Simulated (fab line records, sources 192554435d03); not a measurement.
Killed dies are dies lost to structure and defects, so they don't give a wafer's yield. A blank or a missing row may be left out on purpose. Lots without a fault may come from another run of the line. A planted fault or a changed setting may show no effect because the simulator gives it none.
Problem report in the 8D (eight disciplines) form, filled by code | flow n5_finfet | the parts of the form that need people (team, actions taken, sign-off) are left out

1. THE PROBLEM
cd_nm at N5_HKMG_FIN_CD_MEAS_49 reads a mean of 205.4 nm on 9 wafers of 3 lots; wafers without a fault read 202.1 nm with a standard deviation of 0.54. That is +6.1 standard deviations from the usual mean.
The step: target cd 202 nm.
First seen on wafer L940.1, day 7 00:35, on cd_sem-02. The record holds 27 wafers of 9 lots with a number at this step. Rule for "out", or "out of limits": more than 4 standard deviations from the usual mean. The other wafers with a number count as sound.

2. WHAT IT IS AND WHAT IT IS NOT
question                    | is                              | is not
which readings at this step | cd_nm                           | -
which lots                  | L940, L941, L942                | L932, L937, L946, L948, L949, L950
which wafers of those lots  | all that have a number          | -
read on which gauges        | cd_sem-01, cd_sem-02, cd_sem-03 | -
when                        | from day 7 00:35                | up to then (6 sound wafers); but 12 sound wafers of L946, L948, L949, L950 came after

3. SUSPECTS, AND WHAT RULES EACH OUT
Counting: a tool at a process step up to the reading stays a suspect if it ran every lot that is out and no sound lot after the first of them.
- the gauge at N5_HKMG_FIN_CD_MEAS_49: ruled out. The wafers that are out were read on 3 gauges (cd_sem-01, cd_sem-02, cd_sem-03).
- arfi_scanner-03 at N5_HKMG_FIN_EXPOSE_46 (exposes mask NDIPOLE): kept. It ran every lot that is out, first L940 (day 7 00:28), and no sound lot after that; its last sound lot up to then is L937 (day 6 10:35). Its own readings are out on those wafers: exposure_dose_mJ_cm2.
Left after counting: arfi_scanner-03 at N5_HKMG_FIN_EXPOSE_46.

4. THE CAUSE (what the simulator had put in)
Process parameter drift: arfi_scanner-03, from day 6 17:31 on, at N5_HKMG_FIN_EXPOSE_46. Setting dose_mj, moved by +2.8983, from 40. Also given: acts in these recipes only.
Counting left only this tool.

5. THE CHAIN OF EFFECTS, in route order
Each row: a reading whose mean over the struck wafers that have a number lies more than 3 standard deviations from the usual. Only readings for which the record gives a usual standard deviation are gone through. hours: the time from each lot's start at the first step in this table that gives one to its start at this step, as a median over the lots. sigmas: the change in usual standard deviations.
hours | step                   | reading              | usual    | on struck wafers | change | sigmas
0     | N5_HKMG_FIN_EXPOSE_46  | exposure_dose_mJ_cm2 | 39.96    | 42.29            | +2.33  | +61
0     | N5_HKMG_FIN_CD_MEAS_49 | cd_nm                | 202.1 nm | 205.4            | +3.3   | +6.1
The process steps in it:
- N5_HKMG_FIN_EXPOSE_46: exposes mask NDIPOLE.
Later measuring or inspecting steps at which every struck wafer that the step has a row for has a number for every such reading, and none has moved that far: N5_HKMG_FIN_INSPECT_61, N5_BEOL_M4_RC_MEAS_101.

6. WHAT WOULD HAVE CAUGHT IT SOONER
In this record the first reading out of limits at a measuring or inspecting step was taken at day 7 00:35, 7 hours after the fault began at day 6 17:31.
The tool's own readings at N5_HKMG_FIN_EXPOSE_46 were out on every struck wafer that the step has a row for (exposure_dose_mJ_cm2): an alarm limit on them would have fired on the first of those.
Of the lots that are out (3), L941, L942 began N5_HKMG_FIN_EXPOSE_46 on arfi_scanner-03 after day 7 00:35. A hold on the tool at that time would have spared those 2.
